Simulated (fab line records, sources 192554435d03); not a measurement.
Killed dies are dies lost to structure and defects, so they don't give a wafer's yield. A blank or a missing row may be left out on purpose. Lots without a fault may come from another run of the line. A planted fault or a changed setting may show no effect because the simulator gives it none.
fab line records | flow n5_finfet
record lots=24 wafers=72 last_day=17
route steps=1938 shown BEOL_M11@1569 BEOL_M12@1639
lots that met no fault: from a run of the same line without faults
start_h: hours from the record's first day to the start of the lot's first wafer shown | wait_h: hours since the lot's step before | " the same as in the row above | L1.1+2: a row that stands for several wafers | - no value, or no start given | * or withheld: withheld | < > ~ a bound
route shown NAME@n: a module of which the file shows steps, and the number in the route of the first | usual: mean/standard deviation of fault-free wafers | same: alike in all rows | chamber/n: place in a boat | sites: the reading at each site | _std_site: their standard deviation | _edge_site: outer sites' mean less inner sites' | radius_mm: how far each site lies from the wafer's centre | mask NAME#n: copy n | behind: the tool/chamber that last shaped the wafer | hold: why the lot was held/for how many hours/how that ended | device: the transistor (n, p or np) that didn't switch | end of line: the same wafers' tests at the end of the route | a step without rows: its recipe alone | killed: dies lost to structure and defects at the first sort, not the wafer's yield | map: a wafer's dies, x killed, . not, _ none there
set.NAME: the setting as run; set.NAME@STEP: as run at that earlier step | model.NAME: the simulator's own value behind a step, which no gauge read
steps of the route over a sample of lots; a table a step, a row a wafer
services: from which hour (start_h, from the record's first day; less than 0 if before it) a tool's chamber was out of use, for how many hours, and why
## steps
# step N5_BEOL_M11_OVL_MEAS_29
# recipe points_per_wafer=44
# usual V10_OVL=-0.4/0.82
# columns lot.wafer tool chamber start_h wait_h V10_OVL[nm]
L074.2 overlay-01 0 213.65 0.0 -0.2
L074.3 " 0 " " 1.4
L074.4 " 0 " " -0.7
L076.2 overlay-01 0 220.81 0.0 -0.4
L076.5 " 0 " " -1.3
L076.6 " 0 " " 0.5
L075.3 overlay-01 0 221.02 0.0 -2.1
L075.5 " 0 " " -1.7
L075.6 " 0 " " -3.1
L077.2 overlay-02 0 235.52 0.0 0.5
L077.5 " 0 " " -0.3
L077.6 " 0 " " 0.5
L080.1 overlay-01 0 243.88 0.0 -0.6
L080.4 " 0 " " -0.6
L080.5 " 0 " " -0.8
L079.3 overlay-02 0 246.12 0.0 0.7
L079.5 " 0 " " 0.0
L079.6 " 0 " " -1.4
L078.1 overlay-02 0 248.39 0.0 -1.1
L078.3 " 0 " " -1.4
L078.6 " 0 " " -0.1
L081.2 overlay-02 0 259.07 0.0 -1.0
L081.4 " 0 " " -0.6
L081.6 " 0 " " 0.5
L083.4 overlay-02 0 264.59 0.0 0.3
L083.5 " 0 " " -2.1
L083.6 " 0 " " -0.1
L082.1 overlay-01 0 266.64 0.0 -0.1
L082.2 " 0 " " 0.2
L082.4 " 0 " " 0.5
L084.3 overlay-02 0 266.81 0.0 -0.7
L084.4 " 0 " " 0.5
L084.5 " 0 " " -0.5
L085.2 overlay-01 0 277.96 0.0 -1.0
L085.3 " 0 " " -0.7
L085.6 " 0 " " -1.0
L086.1 overlay-01 0 284.89 0.0 0.3
L086.2 " 0 " " -0.2
L086.4 " 0 " " -1.3
L087.2 overlay-01 0 290.10 0.0 0.1
L087.3 " 0 " " -0.1
L087.6 " 0 " " 0.7
L088.1 overlay-02 0 299.69 0.0 0.4
L088.2 " 0 " " 0.0
L088.4 " 0 " " 1.6
L090.1 overlay-01 0 299.96 0.0 -0.6
L090.4 " 0 " " 0.0
L090.6 " 0 " " -0.1
L091.1 overlay-02 0 307.31 0.0 0.1
L091.3 " 0 " " 0.6
L091.4 " 0 " " -1.0
L089.1 overlay-01 0 308.30 0.0 -1.0
L089.4 " 0 " " 0.6
L089.6 " 0 " " 0.7
L092.2 overlay-02 0 313.45 0.0 -0.4
L092.4 " 0 " " -0.3
L092.6 " 0 " " -0.8
L093.1 overlay-01 0 319.85 0.0 -0.9
L093.5 " 0 " " 0.0
L093.6 " 0 " " 0.1
L094.2 overlay-02 0 322.25 0.0 -0.3
L094.3 " 0 " " -1.2
L094.5 " 0 " " -1.1
L095.1 overlay-01 0 328.74 0.0 -0.7
L095.2 " 0 " " -1.1
L095.4 " 0 " " -1.3
L096.2 overlay-01 0 345.43 0.0 -1.0
L096.3 " 0 " " -1.2
L096.4 " 0 " " -0.1
L097.2 overlay-02 0 358.24 0.0 -1.0
L097.3 " 0 " " -0.6
L097.6 " 0 " " -0.3
# step N5_BEOL_M11_STRIP_77
# recipe chemistry=N2/H2 time_s=10 power_w=450 temp_c=40 pressure_mtorr=20 rf_frequency_hz=6e+07 bias_power_w=7 n2_flow_sccm=200 h2_flow_sccm=200
# usual drypump_motor_current_A=5.7/0.57 n2_flow_sccm=200.0/0.58 oes_product_au=0.79/0.091 rf_vpp_V=59.2/0.87 showerhead_plenum_p_Torr=2.53/0.11 temp_c=39.97/0.11 throttle_valve_pct=23.6/0.38
# columns lot.wafer tool chamber start_h wait_h drypump_motor_current_A n2_flow_sccm oes_product_au rf_hours_counter_h rf_vpp_V showerhead_plenum_p_Torr temp_c throttle_valve_pct
L074.2 rie_diel-05 3 - - 5.8 201.0 0.69 220 58.7 2.60 40.01 23.0
L074.3 " 0 " " 5.6 199.3 0.76 129 59.3 2.34 40.02 23.6
L074.4 " 1 " " 6.1 199.7 0.81 69 59.9 2.69 39.88 23.4
L076.2 rie_diel-01 2 - - 5.0 200.3 0.67 246 58.3 2.50 40.08 24.3
L076.5 " 2 " " 5.0 200.2 0.68 - 59.5 2.50 40.11 24.3
L076.6 " 0 " " 4.9 199.8 0.84 - 61.9 2.59 39.97 24.1
L075.3 rie_diel-05 2 - - 6.7 200.0 0.80 114 59.7 2.66 40.10 23.3
L075.5 " 0 " " 5.6 200.4 0.76 - 59.4 2.34 39.97 23.7
L075.6 " 3 " " 5.8 200.4 0.69 - 58.6 2.60 39.93 23.0
L077.2 rie_diel-05 3 - - 5.7 200.0 0.69 227 58.3 2.60 39.95 23.0
L077.5 " 0 " " 5.6 200.7 0.76 - 58.8 2.34 40.08 23.7
L077.6 " 1 " " 6.1 200.3 0.82 - 58.6 2.69 40.21 23.4
L080.1 rie_diel-05 1 - - 6.1 200.8 0.80 78 57.1 2.69 40.03 23.4
L080.4 " 0 " " 5.6 200.0 0.75 138 58.8 2.34 40.06 23.7
L080.5 " 2 " " 6.7 200.9 0.79 - 59.0 2.66 40.10 23.3
L079.3 rie_diel-05 2 - - 6.7 200.0 0.79 122 60.5 2.66 39.92 23.3
L079.5 " 0 " " 5.6 200.5 0.75 - 58.4 2.34 39.85 23.7
L079.6 " 3 " " 5.8 199.7 0.68 - 59.1 2.60 39.90 23.0
L078.1 rie_diel-01 2 - - 5.0 199.1 1.02 1 58.9 2.50 39.90 24.0
L078.3 " 0 " " 4.9 200.7 0.83 83 59.6 2.58 39.98 24.1
L078.6 " 2 " " 5.0 199.7 1.01 - 58.0 2.50 39.99 24.0
L081.2 rie_diel-03 0 - - 6.0 200.6 0.71 186 59.9 2.53 40.00 24.1
L081.4 " 1 " " 6.1 198.6 0.88 - 60.1 2.49 40.09 23.9
L081.6 " 2 " " 5.1 200.7 0.75 - 59.0 2.40 40.05 23.1
L083.4 rie_diel-01 1 - - 5.8 200.4 0.82 69 59.3 2.57 40.05 23.5
L083.5 " 2 " " 5.0 200.7 0.99 - 58.7 2.50 40.10 24.0
L083.6 " 3 " " 5.3 200.0 0.67 - 59.0 2.42 39.77 23.8
L082.1 rie_diel-01 1 - - 5.8 200.5 0.81 70 59.6 2.57 39.86 23.5
L082.2 " 2 " " 5.0 199.9 0.97 6 60.5 2.50 39.79 24.0
L082.4 " 3 " " 5.3 201.0 0.67 230 57.3 2.42 39.77 23.8
L084.3 rie_diel-03 2 - - 5.1 199.4 0.74 186 59.3 2.40 40.01 23.1
L084.4 " 2 " " 5.1 199.5 0.74 - 59.4 2.40 40.15 23.0
L084.5 " 0 " " 5.9 200.5 0.71 - 60.3 2.53 39.97 24.1
L085.2 rie_diel-01 1 - - 5.8 200.5 0.82 74 59.1 2.57 39.85 23.5
L085.3 " 2 " " 5.0 199.4 0.97 10 57.9 2.49 40.04 24.0
L085.6 " 2 " " 5.0 199.5 0.97 - 57.7 2.49 40.02 24.0
L086.1 rie_diel-01 3 - - 5.3 200.3 0.66 236 59.9 2.42 39.87 23.8
L086.2 " 0 " " 4.9 199.4 0.82 94 60.6 2.58 40.16 24.1
L086.4 " 2 " " 5.0 200.2 0.95 13 59.1 2.49 39.90 24.0
L087.2 rie_diel-01 1 - - 5.9 200.0 0.81 78 60.4 2.56 39.90 23.5
L087.3 " 3 " " 5.4 199.7 0.67 238 58.1 2.42 39.91 23.8
L087.6 " 2 " " 5.0 199.9 0.96 - 59.0 2.49 39.90 24.0
L088.1 rie_diel-05 0 - - 5.6 199.4 0.73 156 57.5 2.33 40.11 23.7
L088.2 " 3 " " 5.8 199.8 0.67 248 59.3 2.59 39.95 23.0
L088.4 " 1 " " 6.1 200.0 0.79 95 58.9 2.68 40.08 23.4
L090.1 rie_diel-05 0 - - 5.6 199.6 0.73 157 58.5 2.33 39.72 23.7
L090.4 " 1 " " 6.1 199.2 0.79 95 59.1 2.68 39.94 23.4
L090.6 " 2 " " 6.7 199.6 0.78 - 59.4 2.65 39.84 23.3
L091.1 rie_diel-03 3 - - 5.4 200.5 0.93 13 59.6 2.60 40.11 23.4
L091.3 " 0 " " 5.9 199.9 0.69 202 58.8 2.53 40.06 24.1
L091.4 " 2 " " 5.1 200.5 0.73 200 57.9 2.40 39.85 23.1
L089.1 rie_diel-03 1 - - 6.1 198.8 0.84 84 59.5 2.49 39.92 23.9
L089.4 " 0 " " 6.0 199.9 0.70 202 59.3 2.53 40.08 24.1
L089.6 " 0 " " 5.9 200.9 0.70 - 58.4 2.53 40.07 24.1
L092.2 rie_diel-01 3 - - 5.4 199.8 0.66 245 57.3 2.41 39.96 23.8
L092.4 " 0 " " 4.9 199.3 0.81 104 58.9 2.57 40.21 24.1
L092.6 " 3 " " 5.4 200.2 0.66 - 59.3 2.41 39.91 23.8
L093.1 rie_diel-05 0 - - 5.6 200.2 0.72 163 58.1 2.33 40.06 23.7
L093.5 " 0 " " 5.6 199.7 0.73 - 59.2 2.33 39.93 23.7
L093.6 " 2 " " 6.8 200.7 0.77 - 59.4 2.65 40.08 23.3
L094.2 rie_diel-05 0 - - 5.6 200.1 0.73 164 58.4 2.33 39.92 23.7
L094.3 " 1 " " 6.1 201.0 0.78 103 60.1 2.68 39.93 23.4
L094.5 " 0 " " 5.6 200.0 0.73 - 57.6 2.33 40.12 23.7
L095.1 rie_diel-01 2 - - 5.0 201.0 0.91 25 58.6 2.49 39.90 24.0
L095.2 " 3 " " 5.4 200.0 0.66 249 57.9 2.41 40.04 23.8
L095.4 " 2 " " 5.0 200.5 0.92 - 59.5 2.49 40.05 24.0
L096.2 rie_diel-05 1 - - 6.1 200.7 0.77 110 59.9 2.67 40.06 23.4
L096.3 " 2 " " 6.7 198.8 0.76 154 59.6 2.65 40.09 23.3
L096.4 " 3 " " 5.8 199.7 0.91 6 58.9 2.59 39.89 22.7
L097.2 rie_diel-05 0 - - 5.6 200.0 0.73 175 58.2 2.32 39.90 23.7
L097.3 " 2 " " 6.8 201.1 0.76 158 58.9 2.64 39.92 23.3
L097.6 " 3 " " 5.8 200.9 0.92 - 60.3 2.58 39.92 22.7
# step N5_BEOL_M11_DEGAS_44
# recipe ambient=vacuum temp_c=250 time_s=60
# usual heater_power_w=331/25
# columns lot.wafer tool chamber start_h wait_h heater_power_w
L074.2 pvd_sputter-03 - 215.78 0.5 344
L074.3 " - " " 306
L074.4 " - " " 362
L076.2 pvd_sputter-02 - 222.18 0.5 343
L076.5 " - " " 311
L076.6 " - " " 292
L075.3 pvd_sputter-01 - 222.37 0.4 323
L075.5 " - " " 350
L075.6 " - " " 345
L077.2 pvd_sputter-01 - 237.91 1.2 352
L077.5 " - " " 344
L077.6 " - " " 327
L080.1 pvd_sputter-03 - 245.32 0.4 371
L080.4 " - " " 309
L080.5 " - " " 364
L079.3 pvd_sputter-02 - 248.17 1.1 313
L079.5 " - " " 356
L079.6 " - " " 319
L078.1 pvd_sputter-03 - 249.65 0.5 348
L078.3 " - " " 360
L078.6 " - " " 339
L081.2 pvd_sputter-01 - 260.26 0.3 350
L081.4 " - " " 291
L081.6 " - " " 297
L083.4 pvd_sputter-01 - 266.02 0.4 368
L083.5 " - " " 359
L083.6 " - " " 292
L082.1 pvd_sputter-01 - 267.74 0.3 290
L082.2 " - " " 361
L082.4 " - " " 355
L084.3 pvd_sputter-02 - 268.10 0.2 313
L084.4 " - " " 318
L084.5 " - " " 346
L085.2 pvd_sputter-03 - 279.56 0.3 309
L085.3 " - " " 369
L085.6 " - " " 337
L086.1 pvd_sputter-01 - 287.19 1.5 295
L086.2 " - " " 322
L086.4 " - " " 354
L087.2 pvd_sputter-02 - 291.35 0.4 311
L087.3 " - " " 304
L087.6 " - " " 316
L088.1 pvd_sputter-03 - 300.93 0.3 361
L088.2 " - " " 309
L088.4 " - " " 337
L090.1 pvd_sputter-02 - 302.45 1.3 319
L090.4 " - " " 299
L090.6 " - " " 292
L091.1 pvd_sputter-01 - 309.08 0.9 342
L091.3 " - " " 332
L091.4 " - " " 361
L089.1 pvd_sputter-03 - 309.38 0.3 380
L089.4 " - " " 350
L089.6 " - " " 332
L092.2 pvd_sputter-02 - 314.77 0.3 314
L092.4 " - " " 346
L092.6 " - " " 314
L093.1 pvd_sputter-03 - 321.19 0.5 353
L093.5 " - " " 307
L093.6 " - " " 349
L094.2 pvd_sputter-01 - 323.71 0.6 293
L094.3 " - " " 322
L094.5 " - " " 321
L095.1 pvd_sputter-01 - 330.65 1.1 320
L095.2 " - " " 371
L095.4 " - " " 347
L096.2 pvd_sputter-01 - 346.50 0.2 297
L096.3 " - " " 354
L096.4 " - " " 321
L097.2 pvd_sputter-01 - 359.37 0.3 322
L097.3 " - " " 289
L097.6 " - " " 322
# step N5_BEOL_M11_ALD_74
# recipe material=TaN target_thk_a=20 temp_c=275 ald_precursor_family=PDMAT ald_co_reactant=NH3 pressure_torr=3 carrier_flow_sccm=1500 pulse_time_s=2 purge_time_s=3 co_reactant_purge_time_s=2 co_reactant_pulse_time_s=3 ald_cycles=40 precursor_vessel_temp_c=75 precursor_vessel_pressure_torr=26.25 precursor_vessel_carrier_sccm=1000
# usual heater_power_w=401/24
# columns lot.wafer tool chamber start_h wait_h heater_power_w since_wet_clean_h
L074.2 ald_metal-03 0 215.90 0.1 425 4494
L074.3 " 2 " " 408 4494
L074.4 " 1 " " 444 4494
L076.2 ald_metal-03 0 222.28 0.0 430 4501
L076.5 " 0 " " 439 -
L076.6 " 1 " " 459 -
L075.3 ald_metal-02 1 222.62 0.2 402 6039
L075.5 " 0 " " 377 -
L075.6 " 1 " " 392 -
L077.2 ald_metal-02 0 238.01 0.0 389 6055
L077.5 " 0 " " 384 -
L077.6 " 3 " " 416 -
L080.1 ald_metal-04 1 245.42 0.0 414 2985
L080.4 " 0 " " 361 2985
L080.5 " 3 " " 366 -
L079.3 ald_metal-03 1 248.50 0.3 450 4527
L079.5 " 2 " " 401 -
L079.6 " 1 " " 455 -
L078.1 ald_metal-02 1 249.75 0.0 400 6067
L078.3 " 0 " " 399 6067
L078.6 " 0 " " 380 -
L081.2 ald_metal-04 3 260.36 0.0 366 3000
L081.4 " 1 " " 407 3000
L081.6 " 3 " " 363 -
L083.4 ald_metal-02 2 266.12 0.0 381 6083
L083.5 " 3 " " 427 -
L083.6 " 2 " " 380 -
L082.1 ald_metal-04 0 267.86 0.1 366 3008
L082.2 " 2 " " 404 3008
L082.4 " 1 " " 420 3008
L084.3 ald_metal-03 3 268.21 0.1 397 4547
L084.4 " 0 " " 434 4547
L084.5 " 0 " " 435 -
L085.2 ald_metal-02 2 279.77 0.1 379 6097
L085.3 " 1 " " 405 6097
L085.6 " 2 " " 377 -
L086.1 ald_metal-03 3 287.37 0.1 410 4566
L086.2 " 0 " " 430 4566
L086.4 " 1 " " 445 4566
L087.2 ald_metal-02 0 291.49 0.1 380 6108
L087.3 " 1 " " 403 6108
L087.6 " 2 " " 379 -
L088.1 ald_metal-02 2 301.03 0.0 377 6118
L088.2 " 1 " " 401 6118
L088.4 " 3 " " 423 6118
L090.1 ald_metal-02 0 302.55 0.0 377 6119
L090.4 " 1 " " 406 6119
L090.6 " 0 " " 395 -
L091.1 ald_metal-02 3 309.18 0.0 422 6126
L091.3 " 2 " " 374 6126
L091.4 " 0 " " 368 6126
L089.1 ald_metal-04 1 309.48 0.0 415 3049
L089.4 " 2 " " 401 3049
L089.6 " 3 " " 353 -
L092.2 ald_metal-03 2 314.87 0.0 397 4593
L092.4 " 3 " " 403 -
L092.6 " 1 " " 451 -
L093.1 ald_metal-04 2 321.29 0.0 410 3061
L093.5 " 1 " " 410 -
L093.6 " 2 " " 407 -
L094.2 ald_metal-02 0 323.81 0.0 375 6141
L094.3 " 1 " " 405 6141
L094.5 " 1 " " 404 -
L095.1 ald_metal-02 3 330.75 0.0 412 6148
L095.2 " 2 " " 378 6148
L095.4 " 1 " " 406 6148
L096.2 ald_metal-03 3 346.61 0.0 401 4625
L096.3 " 1 " " 458 4625
L096.4 " 2 " " 405 4625
L097.2 ald_metal-04 1 359.58 0.2 413 3099
L097.3 " 3 " " 353 3099
L097.6 " 0 " " 370 -
# step N5_BEOL_M11_SURFACE_TREAT_76
# recipe gas=Ar time_s=* ion_energy_ev=* ion_current_ma_cm2=0.5 pressure_mtorr=* ar_flow_sccm=30
# usual pressure_mtorr=* throttle_valve_pct=*
# columns lot.wafer tool chamber start_h wait_h pressure_mtorr throttle_valve_pct
L074.2 pvd_sputter-02 - 217.47 1.4 * *
L074.3 " - " " * *
L074.4 " - " " * *
L076.2 pvd_sputter-01 - 222.61 0.2 * *
L076.5 " - " " * *
L076.6 " - " " * *
L075.3 pvd_sputter-02 - 223.02 0.3 * *
L075.5 " - " " * *
L075.6 " - " " * *
L077.2 pvd_sputter-01 - 238.33 0.2 * *
L077.5 " - " " * *
L077.6 " - " " * *
L080.1 pvd_sputter-03 - 245.74 0.2 * *
L080.4 " - " " * *
L080.5 " - " " * *
L079.3 pvd_sputter-03 - 249.13 0.5 * *
L079.5 " - " " * *
L079.6 " - " " * *
L078.1 pvd_sputter-01 - 250.05 0.2 * *
L078.3 " - " " * *
L078.6 " - " " * *
L081.2 pvd_sputter-01 - 260.66 0.2 * *
L081.4 " - " " * *
L081.6 " - " " * *
L083.4 pvd_sputter-01 - 266.46 0.2 * *
L083.5 " - " " * *
L083.6 " - " " * *
L082.1 pvd_sputter-02 - 268.18 0.2 * *
L082.2 " - " " * *
L082.4 " - " " * *
L084.3 pvd_sputter-02 - 270.14 1.8 * *
L084.4 " - " " * *
L084.5 " - " " * *
L085.2 pvd_sputter-02 - 280.10 0.2 * *
L085.3 " - " " * *
L085.6 " - " " * *
L086.1 pvd_sputter-01 - 287.67 0.2 * *
L086.2 " - " " * *
L086.4 " - " " * *
L087.2 pvd_sputter-02 - 291.79 0.2 * *
L087.3 " - " " * *
L087.6 " - " " * *
L088.1 pvd_sputter-02 - 301.53 0.4 * *
L088.2 " - " " * *
L088.4 " - " " * *
L090.1 pvd_sputter-03 - 302.91 0.2 * *
L090.4 " - " " * *
L090.6 " - " " * *
L091.1 pvd_sputter-01 - 309.48 0.2 * *
L091.3 " - " " * *
L091.4 " - " " * *
L089.1 pvd_sputter-01 - 309.76 0.2 * *
L089.4 " - " " * *
L089.6 " - " " * *
L092.2 pvd_sputter-03 - 315.19 0.2 * *
L092.4 " - " " * *
L092.6 " - " " * *
L093.1 pvd_sputter-03 - 321.63 0.2 * *
L093.5 " - " " * *
L093.6 " - " " * *
L094.2 pvd_sputter-01 - 324.17 0.2 * *
L094.3 " - " " * *
L094.5 " - " " * *
L095.1 pvd_sputter-03 - 331.19 0.3 * *
L095.2 " - " " * *
L095.4 " - " " * *
L096.2 pvd_sputter-03 - 346.92 0.2 * *
L096.3 " - " " * *
L096.4 " - " " * *
L097.2 pvd_sputter-03 - 359.90 0.2 * *
L097.3 " - " " * *
L097.6 " - " " * *
# step N5_BEOL_M12_TRENCH_ETCH_34
# recipe chemistry=C4F8/O2/Ar target=SiOC target_depth_a=3189.5 mask_material=SOC pressure_mtorr=30 source_w=3000 bias_w=700 Ar_flow_sccm=400 C4F8_flow_sccm=15 O2_flow_sccm=8 he_inner_torr=15 he_outer_torr=30 time_s=125.5 ion_energy_ev=250
# usual drypump_motor_current_A=5.7/0.4 oes_product_au=0.80/0.096 rf_vpp_V=665.2/3 showerhead_plenum_p_Torr=3.42/0.099 throttle_valve_pct=24.35/0.21
# columns lot.wafer tool chamber start_h wait_h drypump_motor_current_A oes_product_au rf_hours_counter_h rf_vpp_V showerhead_plenum_p_Torr throttle_valve_pct
L074.2 rie_diel-06 1 221.72 0.0 6.1 0.69 254 667.5 3.51 24.59
L074.3 " 2 " " 5.3 0.70 231 659.8 3.28 24.64
L074.4 " 1 " " 6.1 0.68 - 668.0 3.51 24.57
L076.2 rie_diel-04 0 227.32 0.0 6.2 0.76 121 662.0 3.32 24.28
L076.5 " 3 " " 5.6 0.70 - 663.5 3.40 24.58
L076.6 " 2 " " 6.4 0.71 - 662.2 3.26 24.14
L075.3 rie_diel-04 1 228.21 0.0 5.4 0.85 73 665.6 3.44 24.17
L075.5 " 0 " " 6.2 0.77 - 660.9 3.32 24.29
L075.6 " 1 " " 5.4 0.86 - 666.3 3.44 24.18
L077.2 rie_diel-04 2 241.53 0.0 6.4 0.72 209 660.9 3.26 24.14
L077.5 " 2 " " 6.4 0.72 - 660.8 3.26 24.14
L077.6 " 3 " " 5.7 0.71 - 664.9 3.40 24.58
L080.1 rie_diel-04 1 248.90 0.0 5.4 0.84 82 666.7 3.43 24.17
L080.4 " 0 " " 6.1 0.76 130 664.5 3.31 24.28
L080.5 " 3 " " 5.7 0.70 - 664.7 3.40 24.58
L079.3 rie_diel-04 3 252.47 0.0 5.7 0.70 226 663.5 3.40 24.58
L079.5 " 3 " " 5.7 0.70 - 663.8 3.40 24.57
L079.6 " 0 " " 6.1 0.76 - 662.6 3.31 24.30
L078.1 rie_diel-02 1 253.68 0.0 5.6 0.69 228 667.6 3.52 24.50
L078.3 " 2 " " 5.0 0.69 228 664.2 3.40 24.38
L078.6 " 0 " " 5.3 0.84 - 666.2 3.49 24.62
L081.2 rie_diel-02 2 264.03 0.0 5.0 0.69 231 663.5 3.40 24.39
L081.4 " 1 " " 5.5 0.70 231 668.8 3.51 24.51
L081.6 " 0 " " 5.3 0.84 - 666.1 3.48 24.63
L083.4 rie_diel-04 0 269.84 0.0 6.1 0.75 138 662.9 3.31 24.29
L083.5 " 0 " " 6.1 0.74 - 661.0 3.31 24.31
L083.6 " 1 " " 5.4 0.83 - 665.6 3.43 24.20
L082.1 rie_diel-04 3 273.61 0.0 5.6 0.69 234 665.0 3.39 24.58
L082.2 " 0 " " 6.1 0.76 140 659.5 3.31 24.31
L082.4 " 2 " " 6.4 0.70 220 660.2 3.25 24.14
L084.3 rie_diel-06 0 273.64 0.0 5.9 0.95 21 666.5 3.47 24.03
L084.4 " 2 " " 5.3 0.69 249 659.3 3.27 24.67
L084.5 " 0 " " 5.9 0.94 - 667.1 3.46 24.03
L085.2 rie_diel-06 1 283.58 0.0 6.1 0.93 11 667.6 3.50 24.24
L085.3 " 3 " " 6.0 0.91 20 663.0 3.36 24.61
L085.6 " 1 " " 6.1 0.93 - 669.4 3.50 24.26
L086.1 rie_diel-06 3 291.29 0.0 5.9 0.92 23 663.5 3.36 24.62
L086.2 " 1 " " 6.1 0.94 14 666.1 3.50 24.24
L086.4 " 0 " " 6.0 0.94 - 667.3 3.46 24.04
L087.2 rie_diel-06 1 295.57 0.0 6.1 0.92 15 667.0 3.50 24.26
L087.3 " 2 " " 5.3 0.99 2 671.2 3.67 24.34
L087.6 " 2 " " 5.3 0.99 - 671.2 3.67 24.33
L088.1 rie_diel-02 3 305.26 0.0 5.8 0.78 104 670.3 3.56 24.17
L088.2 " 2 " " 5.0 0.68 242 663.9 3.39 24.40
L088.4 " 1 " " 5.5 0.68 248 669.4 3.51 24.53
L090.1 rie_diel-02 2 306.11 0.0 5.0 0.68 242 663.0 3.39 24.40
L090.4 " 0 " " 5.3 0.81 93 666.3 3.47 24.65
L090.6 " 1 " " 5.5 0.68 - 667.4 3.50 24.53
L091.1 rie_diel-04 1 312.79 0.0 5.4 0.82 107 666.4 3.42 24.21
L091.3 " 3 " " 5.7 0.69 248 664.3 3.38 24.63
L091.4 " 0 " " 6.1 0.74 155 661.0 3.30 24.32
L089.1 rie_diel-02 2 313.76 0.0 5.0 0.68 246 663.4 3.39 24.41
L089.4 " 2 " " 5.0 0.68 - 663.6 3.39 24.41
L089.6 " 3 " " 5.7 0.78 - 671.3 3.56 24.17
L092.2 rie_diel-04 2 318.35 0.0 6.4 0.69 233 659.9 3.24 24.16
L092.4 " 0 " " 6.2 0.74 156 662.0 3.30 24.31
L092.6 " 3 " " 5.7 0.68 - 664.7 3.38 24.62
L093.1 rie_diel-02 0 325.52 0.0 5.3 0.80 102 666.8 3.47 24.67
L093.5 " 2 " " 5.0 0.68 - 664.7 3.39 24.42
L093.6 " 0 " " 5.3 0.80 - 666.1 3.47 24.67
L094.2 rie_diel-04 1 327.74 0.0 5.4 0.80 112 665.5 3.42 24.23
L094.3 " 0 " " 6.1 0.73 160 662.1 3.30 24.32
L094.5 " 1 " " 5.4 0.80 - 665.3 3.42 24.23
L095.1 rie_diel-02 3 352.34 0.0 5.7 0.77 124 670.9 3.55 24.19
L095.2 " 1 " " 5.6 0.95 10 666.5 3.50 24.23
L095.4 " 0 " " 5.3 0.80 113 665.2 3.46 24.67
L096.2 rie_diel-06 0 352.38 0.0 5.9 0.89 51 666.8 3.45 24.06
L096.3 " 2 " " 5.3 0.92 22 670.2 3.66 24.37
L096.4 " 1 " " 6.1 0.87 37 666.9 3.49 24.30
L097.2 rie_diel-06 3 363.34 0.0 6.0 0.87 49 662.9 3.35 24.64
L097.3 " 1 " " 6.1 0.88 42 666.2 3.49 24.29
L097.6 " 0 " " 6.0 0.88 - 665.7 3.45 24.07
## services
# columns tool chamber start_h hours kind
rie_diel-02 - 192.75 0.2 repair
ald_metal-03 2 196.11 14.1 repair
rie_diel-04 0 208.52 8.1 repair
ald_metal-02 2 210.29 17.6 repair
rie_diel-01 3 211.88 14.8 repair
rie_diel-06 - 224.00 4.3 pm
rie_diel-03 3 232.01 2.0 repair
rie_diel-02 2 266.21 11.0 repair
rie_diel-03 3 266.40 4.3 repair
rie_diel-04 - 279.19 1.3 repair
rie_diel-04 2 280.55 4.1 repair
pvd_sputter-02 - 284.61 5.1 repair
rie_diel-05 3 288.80 4.2 repair
rie_diel-03 0 289.36 5.6 repair
rie_diel-05 3 307.51 - clean
rie_diel-05 3 307.51 - consumable_replace:focus_ring
ald_metal-03 0 310.11 12.2 repair
rie_diel-06 - 319.94 0.8 repair
rie_diel-01 1 326.54 5.2 repair
ald_metal-02 - 337.25 14.0 pm
rie_diel-03 3 343.39 5.5 repair
ald_metal-02 - 353.14 2.8 pm
rie_diel-03 2 358.84 8.7 repair
rie_diel-03 1 362.26 7.0 repair
## key
fault none
